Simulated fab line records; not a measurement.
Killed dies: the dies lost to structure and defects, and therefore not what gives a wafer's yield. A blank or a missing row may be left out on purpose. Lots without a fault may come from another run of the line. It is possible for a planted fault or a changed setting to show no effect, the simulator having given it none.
Chamber matching	flow n5-finfet	4 sister chambers for N5_BEOL_M8_ETCH_62 on rie-diel-06
The step etches SOC in N2/H2, target depth 110 nm, overetch 22 nm, time 165 s. 22 wafers are shown with their chamber, then 11 later ones without.

== WAFERS WITH THEIR CHAMBER ==
wafer	chamber	drypump-motor-current-A (A)	showerhead-plenum-p-Torr (Torr)	throttle-valve-pct (%)
L074.2	1	4.9	2.44	18.06
L074.4	1	4.9	2.44	18.04
L074.6	3	5.4	2.43	18.33
L076.3	3	5.5	2.43	18.36
L076.5	3	5.5	2.43	18.34
L076.6	2	6.6	2.72	17.55
L077.2	2	6.6	2.72	17.53
L077.4	2	6.6	2.72	17.55
L077.5	1	4.9	2.43	18.09
L079.1	1	4.9	2.43	18.14
L079.3	0	5.6	2.53	17.78
L079.4	1	4.9	2.43	18.10
L082.4	1	4.9	2.43	18.11
L082.5	1	4.9	2.43	18.13
L082.6	0	5.6	2.53	17.79
L085.2	0	5.6	2.52	17.78
L085.3	1	4.9	2.43	18.12
L085.5	2	6.6	2.72	17.55
L084.3	2	6.6	2.71	17.56
L084.4	0	5.6	2.52	17.81
L084.5	0	5.6	2.52	17.81
L089.4	2	6.6	2.71	17.56

SIGNATURES (averages over the wafers above)
reading	chamber 0	chamber 1	chamber 2	chamber 3	scatter within a chamber
drypump-motor-current-A	5.600	4.900	6.600	5.467	0.0192
showerhead-plenum-p-Torr	2.5240	2.4325	2.7167	2.4300	0.00473
throttle-valve-pct	17.7940	18.0987	17.5500	18.3433	0.0239
Rule: a wafer's distance from a chamber is the root of the sum, over the readings, of the square of ((its reading less the chamber's mean) divided by the reading's scatter). The wafer belongs to the nearest chamber; if the next one is less than 2 further off, it can't be placed. The scatter: the root of (the sum of the squares of (reading less its chamber's mean) over the shown wafers, divided by (wafers less chambers)).

== WAFERS WITH NO CHAMBER GIVEN ==
wafer	drypump-motor-current-A (A)	showerhead-plenum-p-Torr (Torr)	throttle-valve-pct (%)
L089.5	4.9	2.42	18.16
L089.6	6.6	2.71	17.57
L090.1	6.6	2.71	17.59
L090.3	5.6	2.52	17.81
L090.5	5.6	2.52	17.83
L091.3	4.9	2.42	18.17
L091.5	5.6	2.52	17.83
L091.6	5.5	2.74	18.07
L093.2	4.9	2.42	18.17
L093.3	6.6	2.70	17.59
L093.5	5.4	2.74	18.08

== CHAMBER TAKEN BY EACH ==
wafer	from the rows above	in truth
L089.5	1	1
L089.6	2	2
L090.1	2	2
L090.3	0	0
L090.5	0	0
L091.3	1	1
L091.5	0	0
L091.6	0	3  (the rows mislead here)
L093.2	1	1
L093.3	2	2
L093.5	0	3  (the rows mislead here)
Correctly placed: 9 of 11. Not placeable from these rows: 0. Wrongly placed: 2.
